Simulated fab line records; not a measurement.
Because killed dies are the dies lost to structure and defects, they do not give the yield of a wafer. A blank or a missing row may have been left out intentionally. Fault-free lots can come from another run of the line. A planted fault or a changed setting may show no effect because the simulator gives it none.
A struck lot beside a sound one    flow nand harc    15 out of 1159 route steps
Sound: the wafers L280.3, L280.5, L280.6. Struck: wafers L283.2, L283.4. (L283.1 of the same lot was not struck and is left out.) The cause comes at the end.
At each step with rows: each side's tool, then ch and its chambers, then its first start. Under that, the readings that differ: sound wafers    struck wafers    difference of the means    sigmas: that difference in standard deviations of wafers without a fault.
alike: readings with means less than 2 such deviations apart, plus words and numbers identical on both sides. not compared: withheld readings, readings lacking a value on some wafer, bounds such as >300 that could conceal the same value, and numbers that have no deviation in the record and whose values overlap.
The two part at a step that has a row with sigmas, a row that says differs or no value, or rows on one side only. Non-overlapping numbers with no deviation appear without sigmas and do not part them. A reading that every wafer of one side lacks parts them only if that side has two wafers or more.

NHARC_P_CONTACT_ETCH_35: etches the open film in CF4, target depth 39 nm, time 65 s.
  sound on rie diel-08 ch 1,2,3, day 7 06:31; struck on rie diel-08 ch 0,3, day 7 21:16
reading                 sound                 struck         difference  sigmas
throttle valve pct (%)  13.283 13.291 13.293  13.260 13.278  -0.020      -2
  alike: drypump motor current A, oes product au, rf vpp V, showerhead plenum p Torr
  not compared: rf hours counter h
NHARC_P_CONTACT_ETCH_36: etches the open film in N2/H2, target depth 260 nm, time 406.25 s.
  sound on rie diel-08 ch 1,2; struck on rie diel-08 ch 2,3
  alike: drypump motor current A, h2 flow sccm, oes product au, rf vpp V, showerhead plenum p Torr, throttle valve pct
  not compared: rf hours counter h
then, 2 steps without rows for these wafers: NHARC_P_CONTACT_ETCH_18 (etches the open film in C4F8/O2/Ar, target depth 481 nm, time 240.5 s); NHARC_P_CONTACT_STRIP_37 (strips in C4F8/O2/Ar).
NHARC_P_CONTACT_ETCH_31: etches the open film in CH3F/O2, target depth 30 nm, time 85.7 s.
  sound on rie diel-08 ch 0,1; struck on rie diel-08 ch 1,2
  alike: drypump motor current A, oes product au, rf vpp V, showerhead plenum p Torr, throttle valve pct
  not compared: rf hours counter h
NHARC_P_CONTACT_CD_MEAS_19:
  sound on cd sem-02, day 7 07:18; struck on cd sem-03, day 7 22:04
  alike: cd nm
NHARC_P_CONTACT_STRIP_28: strips in O2.
  sound on rie diel-06 ch 0,1,2, day 7 07:25; struck on rie diel-08 ch 0,1, day 7 22:09
  alike: drypump motor current A, oes product au, rf vpp V, showerhead plenum p Torr, throttle valve pct
  not compared: rf hours counter h
then, 3 steps without rows for these wafers: NHARC_P_CONTACT_STRIP_29 (strips in post etch residue remover, time 1200 s); NHARC_P_CONTACT_DEGAS_38 (time 60 s); NHARC_P_CONTACT_PRE_CLEAN_39 (time 19.5 s).
NHARC_P_CONTACT_PVD_32: deposits Ti, target thk 5 nm, time 17.7 s.
  sound on pvd sputter-01; struck on pvd sputter-02
  alike: throttle valve pct
then, 1 step without rows for these wafers: NHARC_P_CONTACT_ALD_22 (deposits TiN, target thk 3 nm, pulse time 1 s, ald cycles 150).
NHARC_P_CONTACT_CVD_23: deposits W, target thk 200 nm, time 557 s.
  sound on cvd w-02 ch 0,1, day 7 13:02; struck on cvd w-01 ch 1, day 7 23:31
  alike: heater power outer w, heater power w, throttle valve pct
  not compared: since wet clean h
NHARC_P_CONTACT_CMP_24: polishes, t overpolish 30 s, target thk 200 nm.
  sound on cmp-01 ch 1,2, day 7 13:25; struck on cmp-02 ch 0,2, day 8 00:10
reading                 sound           struck     difference  sigmas
time to endpoint s (s)  36.8 37.4 37.6  31.6 32.2  -5.4        -2
  alike: motor current A, overpolish run s, slurry filter dp kPa
-- the record jumps here: 16 days lie between the struck wafers' starts before and after (it left off in module P_CONTACT and takes up again in module END, whose first step shown is number 1159 of the route) --
NHARC_END_SORT_01:
  sound on prober-02 ch 0, day 24 21:56; struck on prober-01 ch 0, day 24 05:35
  alike: killed at array, killed at other, killed at periphery, killed dies, killed open, killed short

## WHERE THEY PART
Last at NHARC_P_CONTACT_CMP_24 as far as this record goes, first at NHARC_P_CONTACT_ETCH_35. Later steps at which nothing parts them and some readings are alike: NHARC_END_SORT_01.

WHY: the cause the simulator had injected
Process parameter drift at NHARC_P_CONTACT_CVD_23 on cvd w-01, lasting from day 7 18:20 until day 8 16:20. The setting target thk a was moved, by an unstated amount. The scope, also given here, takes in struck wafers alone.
